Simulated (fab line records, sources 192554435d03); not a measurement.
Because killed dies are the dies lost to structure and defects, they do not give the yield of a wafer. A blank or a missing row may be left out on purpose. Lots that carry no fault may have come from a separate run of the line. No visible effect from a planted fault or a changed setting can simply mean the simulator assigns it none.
Which tool is to blame? | flow n5 finfet | Sampling: 11 lots, 33 wafers, 4 of 1938 route steps

## WHAT THE GAUGES READ, wafer by wafer
N5_BEOL_M4_RC_MEAS_101. Usual: DIBL_N 36.5 mV/V, standard deviation 1.7; DIBL_P 36.3 mV/V, standard deviation 2.1; IOFF_N 0.16 nA/um, standard deviation 0.036; IOFF_P 0.21 nA/um, standard deviation 0.037; ION_N 676 uA/um, standard deviation 12; ION_P 462 uA/um, standard deviation 7.6; SS_N 71.5 mV/dec, standard deviation 0.68; SS_P 73.3 mV/dec, standard deviation 0.63; VT_N 249 mV, standard deviation 3.5; VT_P -250 mV, standard deviation 3.5.
lot  | measured     | on        | DIBL_N (mV/V)  | DIBL_P (mV/V)  | IOFF_N (nA/um) | IOFF_P (nA/um) | ION_N (uA/um) | ION_P (uA/um) | SS_N (mV/dec)  | SS_P (mV/dec)  | VT_N (mV)   | VT_P (mV)      | flag
L324 | day 8 16:08  | prober-02 | 37.9 37.5 36.5 | 37.5 37.1 36.5 | 0.20 0.21 0.18 | 0.24 0.24 0.22 | 697 696 685   | 470 476 471   | 71.8 71.3 71.8 | 73.1 73.3 72.8 | 243 242 245 | -249 -247 -247 |
L328 | day 9 09:56  | prober-02 | 39.0 38.7 37.0 | 38.2 38.2 35.9 | 0.21 0.20 0.17 | 0.26 0.27 0.22 | 685 683 674   | 469 470 462   | 71.9 72.0 70.7 | 74.1 73.8 73.3 | 248 243 250 | -247 -246 -247 |
L330 | day 10 03:45 | prober-01 | 32.8 34.0 37.2 | 33.4 34.9 39.0 | 0.11 0.12 0.18 | 0.17 0.19 0.26 | 650 660 685   | 461 457 469   | 70.6 70.8 71.6 | 72.6 72.3 73.8 | 258 252 248 | -251 -252 -244 |
L331 | day 10 12:07 | prober-01 | 32.2 34.2 36.4 | 31.4 33.7 36.5 | 0.11 0.13 0.17 | 0.16 0.19 0.23 | 670 657 683   | 459 451 465   | 69.9 69.8 71.2 | 72.1 73.2 74.2 | 254 250 249 | -251 -253 -249 |
L333 | day 10 15:15 | prober-01 | 32.9 37.2 33.1 | 32.3 36.6 32.3 | 0.11 0.18 0.11 | 0.14 0.22 0.15 | 661 679 661   | 450 462 450   | 70.7 71.6 70.2 | 71.6 73.9 72.4 | 254 249 250 | -254 -248 -255 |
L334 | day 11 06:54 | prober-01 | 35.1 39.3 36.9 | 33.4 38.0 36.1 | 0.11 0.19 0.15 | 0.14 0.20 0.18 | 662 684 673   | 449 454 459   | 71.0 72.7 71.5 | 72.6 73.4 73.1 | 252 247 248 | -256 -254 -255 |
L339 | day 11 19:54 | prober-01 | 36.5 33.6 35.1 | 37.1 34.0 36.0 | 0.16 0.13 0.14 | 0.22 0.18 0.21 | 674 667 667   | 461 460 461   | 71.1 70.8 71.1 | 73.9 73.0 73.9 | 252 252 253 | -251 -254 -249 |
L338 | day 12 00:33 | prober-02 | 36.0 34.1 35.2 | 36.6 34.7 36.3 | 0.15 0.13 0.15 | 0.21 0.19 0.21 | 667 677 675   | 456 466 466   | 72.2 71.1 71.9 | 73.3 73.0 73.5 | 252 251 251 | -250 -250 -250 |
L343 | day 13 01:03 | prober-02 | 37.4 36.9 37.0 | 38.3 37.2 37.3 | 0.16 0.16 0.16 | 0.22 0.21 0.21 | 676 682 667   | 461 461 463   | 71.4 70.6 71.3 | 74.0 73.2 72.6 | 251 250 250 | -249 -251 -248 |
L346 | day 13 22:10 | prober-01 | 39.0 36.7 35.6 | 37.7 36.5 34.4 | 0.19 0.16 0.13 | 0.24 0.24 0.19 | 679 689 679   | 463 480 464   | 73.4 70.5 71.2 | 74.3 73.0 72.9 | 246 248 250 | -247 -246 -252 |
L345 | day 13 22:52 | prober-02 | 38.3 36.6 35.1 | 38.7 36.7 35.0 | 0.19 0.14 0.14 | 0.25 0.23 0.20 | 673 654 668   | 469 459 462   | 72.7 71.7 71.7 | 73.5 73.3 73.1 | 246 253 250 | -248 -248 -249 |

N5_BEOL_M15_THK_MEAS_50: measures by xrf. Usual: M15_THK gives 839 nm (standard deviation 17).
lot  | measured     | on            | M15_THK (nm) | flag
L324 | day 12 04:59 | film metro-02 | 842 852 853  |
L328 | day 13 06:13 | film metro-01 | 861 841 864  |
L330 | day 13 18:47 | film metro-02 | 863 850 860  |
L331 | day 14 00:25 | film metro-02 | 832 822 825  |
L333 | day 14 05:39 | film metro-02 | 858 849 864  |
L334 | day 15 07:37 | film metro-02 | 851 859 853  |
L339 | day 15 17:35 | film metro-01 | 849 848 842  |
L338 | day 15 23:24 | film metro-01 | 825 823 822  |
L343 | day 16 14:38 | film metro-02 | 833 816 832  |
L346 | day 17 13:02 | film metro-01 | 822 834 828  |
L345 | day 17 12:53 | film metro-01 | 815 856 805  |

## WHAT TOOL EACH LOT RAN ON (gives the tool, then ch and the chambers of the sampled wafers, and finally the start)
lot  | N5_BEOL_M15_DEGAS_41         | N5_BEOL_M15_PRE_CLEAN_42
L324 | pvd sputter-01, day 12 03:48 | pvd sputter-01, day 12 03:50
L328 | pvd sputter-01, day 13 05:01 | pvd sputter-01, day 13 05:04
L330 | pvd sputter-02, day 13 17:32 | pvd sputter-02, day 13 17:34
L331 | pvd sputter-02, day 13 21:47 | pvd sputter-02, day 13 21:49
L333 | pvd sputter-03, day 14 04:10 | pvd sputter-03, day 14 04:13
L334 | pvd sputter-03, day 15 06:25 | pvd sputter-03, day 15 06:27
L339 | pvd sputter-02, day 15 16:01 | pvd sputter-02, day 15 16:04
L338 | pvd sputter-01, day 15 22:13 | pvd sputter-01, day 15 22:15
L343 | pvd sputter-01, day 16 13:26 | pvd sputter-01, day 16 13:29
L346 | pvd sputter-02, day 17 11:44 | pvd sputter-02, day 17 11:46
L345 | pvd sputter-03, day 17 11:41 | pvd sputter-03, day 17 11:44
- N5_BEOL_M15_DEGAS_41: time 60 s.
- N5_BEOL_M15_PRE_CLEAN_42: time 30 s.

## AS READ BY THE TOOLS THEMSELVES (means over the sampled wafers that have a number; for cases with no such wafer, the mark the record gives instead)
N5_BEOL_M15_DEGAS_41. Usual: 450 W for heater power w, sd 52.
lot  | tool           | heater power w (W) | flag
L324 | pvd sputter-01 | 457                |
L328 | pvd sputter-01 | 461                |
L330 | pvd sputter-02 | 456                |
L331 | pvd sputter-02 | 462                |
L333 | pvd sputter-03 | 461                |
L334 | pvd sputter-03 | 423                |
L339 | pvd sputter-02 | 472                |
L338 | pvd sputter-01 | 462                |
L343 | pvd sputter-01 | 452                |
L346 | pvd sputter-02 | 429                |
L345 | pvd sputter-03 | 441                |

N5_BEOL_M15_PRE_CLEAN_42. Usual: 449 W for heater power w, sd 52.
lot  | tool           | heater power w (W) | flag
L324 | pvd sputter-01 | 458                |
L328 | pvd sputter-01 | 456                |
L330 | pvd sputter-02 | 466                |
L331 | pvd sputter-02 | 465                |
L333 | pvd sputter-03 | 460                |
L334 | pvd sputter-03 | 423                |
L339 | pvd sputter-02 | 474                |
L338 | pvd sputter-01 | 461                |
L343 | pvd sputter-01 | 446                |
L346 | pvd sputter-02 | 433                |
L345 | pvd sputter-03 | 432                |

## THE ANSWER, worked out from the rows above alone
Rule: lot off if the mean of its wafers having a number is beyond 3 standard deviations from the usual mean. Also off: a lot with no number at a reading for which 4 or more lots have one. The other lots that the step has rows for count as sound. First the gauges in route order, then the tools' own readings, where a lot's mean is used as printed above. At the first step where some lot is off, the reading lying furthest off is the one used; lots without a number count as furthest.
None of the lots is off at any reading shown; this tells nothing.

## WHAT WAS PUT IN BY THE SIMULATOR
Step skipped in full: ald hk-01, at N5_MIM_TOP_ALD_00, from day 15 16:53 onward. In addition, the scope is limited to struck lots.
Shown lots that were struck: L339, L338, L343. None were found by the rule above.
